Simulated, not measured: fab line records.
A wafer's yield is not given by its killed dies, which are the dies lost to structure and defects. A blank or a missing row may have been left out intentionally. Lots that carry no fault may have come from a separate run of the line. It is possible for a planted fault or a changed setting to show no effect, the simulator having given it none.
Split-lot trial || flow n5-finfet || 39 wafers read across 7 lots, on a route 1938 steps long

## ON THE SPLIT
At N5_BEOL_M14_DEP_53 (deposits SiCN from 3MS/NH3, target thk 50 nm, time 17.8 s), the setting time-s was moved away from the recipe's 17.8 s on 9 of the 39 wafers read, by -32.4% to +41.5%. All remaining wafers had this setting at the recipe value.

The reading is taken at the split's own step.

## THE READING
SiCN_of_BEOL_M14_DEP_53.thk-nm (the simulator's own value, which no gauge read), in nm, at N5_BEOL_M14_DEP_53 (deposits SiCN from 3MS/NH3, target thk 50 nm, time 17.8 s). No usual value for it is given in the file. Here, 30 wafers ran the recipe; their average is 49.8 nm with a standard deviation of 0.6 nm.

{"wafer": "L074.1", "tool, chamber at the split": "pecvd-02, 1", "time-s as run, s": 17.8, "against the recipe": "recipe", "SiCN_of_BEOL_M14_DEP_53.thk-nm, nm": 49.4, "against lot-mates on the recipe": "-"}
{"wafer": "L074.2", "tool, chamber at the split": "pecvd-02, 0", "time-s as run, s": 17.8, "against the recipe": "recipe", "SiCN_of_BEOL_M14_DEP_53.thk-nm, nm": 49.6, "against lot-mates on the recipe": "-"}
{"wafer": "L074.5", "tool, chamber at the split": "pecvd-02, 1", "time-s as run, s": 17.8, "against the recipe": "recipe", "SiCN_of_BEOL_M14_DEP_53.thk-nm, nm": 50.6, "against lot-mates on the recipe": "-"}
{"wafer": "L080.1", "tool, chamber at the split": "pecvd-02, 2,0", "time-s as run, s": 17.8, "against the recipe": "recipe", "SiCN_of_BEOL_M14_DEP_53.thk-nm, nm": 49.2, "against lot-mates on the recipe": "-"}
{"wafer": "L080.3", "tool, chamber at the split": "pecvd-02, 2,0", "time-s as run, s": 17.8, "against the recipe": "recipe", "SiCN_of_BEOL_M14_DEP_53.thk-nm, nm": 49.2, "against lot-mates on the recipe": "-"}
{"wafer": "L080.2", "tool, chamber at the split": "pecvd-02, 1", "time-s as run, s": 23.84, "against the recipe": "+33.9%", "SiCN_of_BEOL_M14_DEP_53.thk-nm, nm": 66, "against lot-mates on the recipe": "+16.6"}
{"wafer": "L080.4", "tool, chamber at the split": "pecvd-02, 2", "time-s as run, s": 17.8, "against the recipe": "recipe", "SiCN_of_BEOL_M14_DEP_53.thk-nm, nm": 49.8, "against lot-mates on the recipe": "-"}
{"wafer": "L080.5", "tool, chamber at the split": "pecvd-02, 0", "time-s as run, s": 23.84, "against the recipe": "+33.9%", "SiCN_of_BEOL_M14_DEP_53.thk-nm, nm": 66.6, "against lot-mates on the recipe": "+17.2"}
{"wafer": "L080.6", "tool, chamber at the split": "pecvd-02, 1", "time-s as run, s": 23.84, "against the recipe": "+33.9%", "SiCN_of_BEOL_M14_DEP_53.thk-nm, nm": 67, "against lot-mates on the recipe": "+17.6"}
{"wafer": "L081.1", "tool, chamber at the split": "pecvd-03, 1,0", "time-s as run, s": 12.04, "against the recipe": "-32.4%", "SiCN_of_BEOL_M14_DEP_53.thk-nm, nm": 33.8, "against lot-mates on the recipe": -15.9}
{"wafer": "L081.4", "tool, chamber at the split": "pecvd-03, 1,0", "time-s as run, s": 12.04, "against the recipe": "-32.4%", "SiCN_of_BEOL_M14_DEP_53.thk-nm, nm": 33.8, "against lot-mates on the recipe": -15.9}
{"wafer": "L081.2", "tool, chamber at the split": "pecvd-03, 2", "time-s as run, s": 17.8, "against the recipe": "recipe", "SiCN_of_BEOL_M14_DEP_53.thk-nm, nm": 49.6, "against lot-mates on the recipe": "-"}
{"wafer": "L081.3", "tool, chamber at the split": "pecvd-03, 0", "time-s as run, s": 17.8, "against the recipe": "recipe", "SiCN_of_BEOL_M14_DEP_53.thk-nm, nm": 49.2, "against lot-mates on the recipe": "-"}
{"wafer": "L081.5", "tool, chamber at the split": "pecvd-03, 1", "time-s as run, s": 12.04, "against the recipe": "-32.4%", "SiCN_of_BEOL_M14_DEP_53.thk-nm, nm": 34, "against lot-mates on the recipe": -15.7}
{"wafer": "L081.6", "tool, chamber at the split": "pecvd-03, 2", "time-s as run, s": 17.8, "against the recipe": "recipe", "SiCN_of_BEOL_M14_DEP_53.thk-nm, nm": 50.4, "against lot-mates on the recipe": "-"}
{"wafer": "L088.1", "tool, chamber at the split": "pecvd-04, 2", "time-s as run, s": 17.8, "against the recipe": "recipe", "SiCN_of_BEOL_M14_DEP_53.thk-nm, nm": 49.4, "against lot-mates on the recipe": "-"}
{"wafer": "L088.2", "tool, chamber at the split": "pecvd-04, 0,1", "time-s as run, s": 17.8, "against the recipe": "recipe", "SiCN_of_BEOL_M14_DEP_53.thk-nm, nm": 50.4, "against lot-mates on the recipe": "-"}
{"wafer": "L088.4", "tool, chamber at the split": "pecvd-04, 0,1", "time-s as run, s": 17.8, "against the recipe": "recipe", "SiCN_of_BEOL_M14_DEP_53.thk-nm, nm": 50.4, "against lot-mates on the recipe": "-"}
{"wafer": "L088.3", "tool, chamber at the split": "pecvd-04, 1", "time-s as run, s": 17.8, "against the recipe": "recipe", "SiCN_of_BEOL_M14_DEP_53.thk-nm, nm": 49.8, "against lot-mates on the recipe": "-"}
{"wafer": "L088.5", "tool, chamber at the split": "pecvd-04, 0", "time-s as run, s": 17.8, "against the recipe": "recipe", "SiCN_of_BEOL_M14_DEP_53.thk-nm, nm": 50.8, "against lot-mates on the recipe": "-"}
{"wafer": "L088.6", "tool, chamber at the split": "pecvd-04, 2", "time-s as run, s": 17.8, "against the recipe": "recipe", "SiCN_of_BEOL_M14_DEP_53.thk-nm, nm": 50.6, "against lot-mates on the recipe": "-"}
{"wafer": "L086.1", "tool, chamber at the split": "pecvd-02, 0", "time-s as run, s": 17.8, "against the recipe": "recipe", "SiCN_of_BEOL_M14_DEP_53.thk-nm, nm": 48.8, "against lot-mates on the recipe": "-"}
{"wafer": "L086.2", "tool, chamber at the split": "pecvd-02, 2", "time-s as run, s": 17.8, "against the recipe": "recipe", "SiCN_of_BEOL_M14_DEP_53.thk-nm, nm": 48.4, "against lot-mates on the recipe": "-"}
{"wafer": "L086.3", "tool, chamber at the split": "pecvd-02, 1", "time-s as run, s": 17.8, "against the recipe": "recipe", "SiCN_of_BEOL_M14_DEP_53.thk-nm, nm": 49, "against lot-mates on the recipe": "-"}
{"wafer": "L086.4", "tool, chamber at the split": "pecvd-02, 2", "time-s as run, s": 17.8, "against the recipe": "recipe", "SiCN_of_BEOL_M14_DEP_53.thk-nm, nm": 50, "against lot-mates on the recipe": "-"}
{"wafer": "L086.5", "tool, chamber at the split": "pecvd-02, 0,1", "time-s as run, s": 17.8, "against the recipe": "recipe", "SiCN_of_BEOL_M14_DEP_53.thk-nm, nm": 49.4, "against lot-mates on the recipe": "-"}
{"wafer": "L086.6", "tool, chamber at the split": "pecvd-02, 0,1", "time-s as run, s": 17.8, "against the recipe": "recipe", "SiCN_of_BEOL_M14_DEP_53.thk-nm, nm": 49.4, "against lot-mates on the recipe": "-"}
{"wafer": "L093.1", "tool, chamber at the split": "pecvd-04, 1,2", "time-s as run, s": 25.18, "against the recipe": "+41.5%", "SiCN_of_BEOL_M14_DEP_53.thk-nm, nm": 69.4, "against lot-mates on the recipe": "+19.3"}
{"wafer": "L093.3", "tool, chamber at the split": "pecvd-04, 1,2", "time-s as run, s": 25.18, "against the recipe": "+41.5%", "SiCN_of_BEOL_M14_DEP_53.thk-nm, nm": 69.4, "against lot-mates on the recipe": "+19.3"}
{"wafer": "L093.2", "tool, chamber at the split": "pecvd-04, 0", "time-s as run, s": 17.8, "against the recipe": "recipe", "SiCN_of_BEOL_M14_DEP_53.thk-nm, nm": 49.6, "against lot-mates on the recipe": "-"}
{"wafer": "L093.4", "tool, chamber at the split": "pecvd-04, 2", "time-s as run, s": 17.8, "against the recipe": "recipe", "SiCN_of_BEOL_M14_DEP_53.thk-nm, nm": 50, "against lot-mates on the recipe": "-"}
{"wafer": "L093.5", "tool, chamber at the split": "pecvd-04, 1", "time-s as run, s": 25.18, "against the recipe": "+41.5%", "SiCN_of_BEOL_M14_DEP_53.thk-nm, nm": 69.8, "against lot-mates on the recipe": "+19.7"}
{"wafer": "L093.6", "tool, chamber at the split": "pecvd-04, 0", "time-s as run, s": 17.8, "against the recipe": "recipe", "SiCN_of_BEOL_M14_DEP_53.thk-nm, nm": 50.6, "against lot-mates on the recipe": "-"}
{"wafer": "L096.1", "tool, chamber at the split": "pecvd-04, 0,2", "time-s as run, s": 17.8, "against the recipe": "recipe", "SiCN_of_BEOL_M14_DEP_53.thk-nm, nm": 49.8, "against lot-mates on the recipe": "-"}
{"wafer": "L096.4", "tool, chamber at the split": "pecvd-04, 0,2", "time-s as run, s": 17.8, "against the recipe": "recipe", "SiCN_of_BEOL_M14_DEP_53.thk-nm, nm": 49.8, "against lot-mates on the recipe": "-"}
{"wafer": "L096.2", "tool, chamber at the split": "pecvd-04, 2", "time-s as run, s": 17.8, "against the recipe": "recipe", "SiCN_of_BEOL_M14_DEP_53.thk-nm, nm": 49, "against lot-mates on the recipe": "-"}
{"wafer": "L096.3", "tool, chamber at the split": "pecvd-04, 0", "time-s as run, s": 17.8, "against the recipe": "recipe", "SiCN_of_BEOL_M14_DEP_53.thk-nm, nm": 50.2, "against lot-mates on the recipe": "-"}
{"wafer": "L096.5", "tool, chamber at the split": "pecvd-04, 2", "time-s as run, s": 17.8, "against the recipe": "recipe", "SiCN_of_BEOL_M14_DEP_53.thk-nm, nm": 49.6, "against lot-mates on the recipe": "-"}
{"wafer": "L096.6", "tool, chamber at the split": "pecvd-04, 0", "time-s as run, s": 17.8, "against the recipe": "recipe", "SiCN_of_BEOL_M14_DEP_53.thk-nm, nm": 50.6, "against lot-mates on the recipe": "-"}
If several chambers appear in one row, that row covers several wafers at once and the file leaves open which wafer was in which chamber.

FIT RESULTS
A straight line over all 39 wafers: SiCN_of_BEOL_M14_DEP_53.thk-nm changes by +0.486 nm for each +1% of time-s; r = +1.00; the points scatter about the line by 0.58 nm.
The same after taking each lot's own level away (the mean of its wafers on the recipe; 39 wafers): +0.486 nm for each +1%; r = +1.00; scatter 0.52 nm.
On that fit, the largest move of time-s shifts the reading by 20 nm.
Across the lots, their own levels run from 49.17 to 50.23 nm, a range of 1.8 times the standard deviation given above.
The two slopes are in agreement: the lot-to-lot level therefore moves the slope only a little.
Check: with one of the wafers moved furthest among these (+41.5%) left out of the fit, the line predicts +20.3 nm for it against its lot-mates. Against them it came out at +19.3 nm.

## OTHER SPLITS APPLIED TO THESE WAFERS
Before the reading, these wafers also passed through other splits. Each is held against what the fit with the lots' levels taken away leaves over:
{"other split on the same wafers": "N5_BEOL_M8_DEVELOP_10 develop-time-s", "wafers away from the commonest value": 6, "r with SiCN_of_BEOL_M14_DEP_53.thk-nm (lot level and that fit taken away)": "+0.26"}
{"other split on the same wafers": "N5_BEOL_M9_CVD_78 target-thk-a", "wafers away from the commonest value": 15, "r with SiCN_of_BEOL_M14_DEP_53.thk-nm (lot level and that fit taken away)": -0.10}
{"other split on the same wafers": "N5_BEOL_M11_VIA_ETCH_34 time-s", "wafers away from the commonest value": 18, "r with SiCN_of_BEOL_M14_DEP_53.thk-nm (lot level and that fit taken away)": "+0.03"}

## THE FILE'S OWN FIT
SiCN_of_BEOL_M14_DEP_53.thk-nm changes by +0.485 nm for each +1% of time-s, r = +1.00.
